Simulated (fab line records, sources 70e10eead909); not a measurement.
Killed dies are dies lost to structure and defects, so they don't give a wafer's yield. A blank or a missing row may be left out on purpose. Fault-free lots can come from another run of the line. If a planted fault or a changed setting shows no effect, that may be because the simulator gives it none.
Chamber matching :: flow nand harc :: NHARC_P_M0_ETCH_34 on rie diel-04 has 4 sister chambers
The step etches the open film in N2/H2, target depth 40 nm, overetch 12 nm, time 43.94 s. 16 wafers are shown with their chamber, then 8 later ones without.

## WAFERS, EACH WITH ITS CHAMBER
wafer: L074.2
chamber: 3
drypump motor current A (A): 6.6
showerhead plenum p Torr (Torr): 1.91
rf vpp V (V): 428.0

wafer: L074.5
chamber: 0
drypump motor current A (A): 5.5
showerhead plenum p Torr (Torr): 2.03
rf vpp V (V): 430.1

wafer: L074.6
chamber: 3
drypump motor current A (A): 6.6
showerhead plenum p Torr (Torr): 1.91
rf vpp V (V): 425.5

wafer: L081.1
chamber: 3
drypump motor current A (A): 6.5
showerhead plenum p Torr (Torr): 1.90
rf vpp V (V): 427.3

wafer: L081.4
chamber: 2
drypump motor current A (A): 5.2
showerhead plenum p Torr (Torr): 2.10
rf vpp V (V): 434.3

wafer: L081.5
chamber: 0
drypump motor current A (A): 5.5
showerhead plenum p Torr (Torr): 2.02
rf vpp V (V): 429.9

wafer: L088.1
chamber: 2
drypump motor current A (A): 5.2
showerhead plenum p Torr (Torr): 2.09
rf vpp V (V): 432.5

wafer: L088.2
chamber: 1
drypump motor current A (A): 5.6
showerhead plenum p Torr (Torr): 2.00
rf vpp V (V): 428.4

wafer: L088.4
chamber: 3
drypump motor current A (A): 6.6
showerhead plenum p Torr (Torr): 1.90
rf vpp V (V): 426.0

wafer: L091.1
chamber: 0
drypump motor current A (A): 5.5
showerhead plenum p Torr (Torr): 2.01
rf vpp V (V): 429.6

wafer: L091.4
chamber: 3
drypump motor current A (A): 6.6
showerhead plenum p Torr (Torr): 1.89
rf vpp V (V): 428.6

wafer: L091.5
chamber: 3
drypump motor current A (A): 6.6
showerhead plenum p Torr (Torr): 1.89
rf vpp V (V): 426.3

wafer: L093.3
chamber: 2
drypump motor current A (A): 5.2
showerhead plenum p Torr (Torr): 2.09
rf vpp V (V): 431.1

wafer: L093.5
chamber: 2
drypump motor current A (A): 5.2
showerhead plenum p Torr (Torr): 2.09
rf vpp V (V): 431.8

wafer: L093.6
chamber: 3
drypump motor current A (A): 6.5
showerhead plenum p Torr (Torr): 1.89
rf vpp V (V): 424.2

wafer: L094.2
chamber: 2
drypump motor current A (A): 5.2
showerhead plenum p Torr (Torr): 2.09
rf vpp V (V): 431.2

SIGNATURES (averages over the wafers above)
reading: drypump motor current A
chamber 0: 5.500
chamber 1: 5.600
chamber 2: 5.200
chamber 3: 6.571
scatter within a chamber: 0.0345

reading: showerhead plenum p Torr
chamber 0: 2.0200
chamber 1: 2.0000
chamber 2: 2.0920
chamber 3: 1.8986
scatter within a chamber: 0.00799

reading: rf vpp V
chamber 0: 429.867
chamber 1: 428.400
chamber 2: 432.180
chamber 3: 426.557
scatter within a chamber: 1.32
Rule: distance of a wafer from a chamber = root of the sum over the readings of ((wafer's reading minus chamber's mean) / reading's scatter) squared. The wafer belongs to the nearest chamber; if the next one is less than 2 further off, it can't be placed. The scatter: take each reading less its chamber's mean, square it, sum over the shown wafers, divide by the number of wafers less the number of chambers, and take the root.

## WAFERS WITHOUT THEIR CHAMBER
wafer: L094.4
drypump motor current A (A): 5.5
showerhead plenum p Torr (Torr): 2.01
rf vpp V (V): 430.3

wafer: L094.5
drypump motor current A (A): 5.4
showerhead plenum p Torr (Torr): 2.01
rf vpp V (V): 430.7

wafer: L096.2
drypump motor current A (A): 5.2
showerhead plenum p Torr (Torr): 2.08
rf vpp V (V): 431.7

wafer: L096.3
drypump motor current A (A): 6.6
showerhead plenum p Torr (Torr): 1.89
rf vpp V (V): 426.1

wafer: L096.5
drypump motor current A (A): 5.2
showerhead plenum p Torr (Torr): 2.08
rf vpp V (V): 431.3

wafer: L097.2
drypump motor current A (A): 5.6
showerhead plenum p Torr (Torr): 1.99
rf vpp V (V): 429.0

wafer: L097.3
drypump motor current A (A): 5.2
showerhead plenum p Torr (Torr): 2.08
rf vpp V (V): 431.2

wafer: L097.4
drypump motor current A (A): 5.4
showerhead plenum p Torr (Torr): 2.00
rf vpp V (V): 429.3

## CHAMBER TAKEN BY EACH
wafer: L094.4
from the rows above: 0
in truth: 0

wafer: L094.5
from the rows above: 0
in truth: 0

wafer: L096.2
from the rows above: 2
in truth: 2

wafer: L096.3
from the rows above: 3
in truth: 3

wafer: L096.5
from the rows above: 2
in truth: 2

wafer: L097.2
from the rows above: 1
in truth: 1

wafer: L097.3
from the rows above: 2
in truth: 2

wafer: L097.4
from the rows above: can't be placed: 0 or 1
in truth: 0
Correctly placed: 7 of 8. These rows do not allow placing 1 (true chamber among the candidates in 1). Wrongly placed: 0.
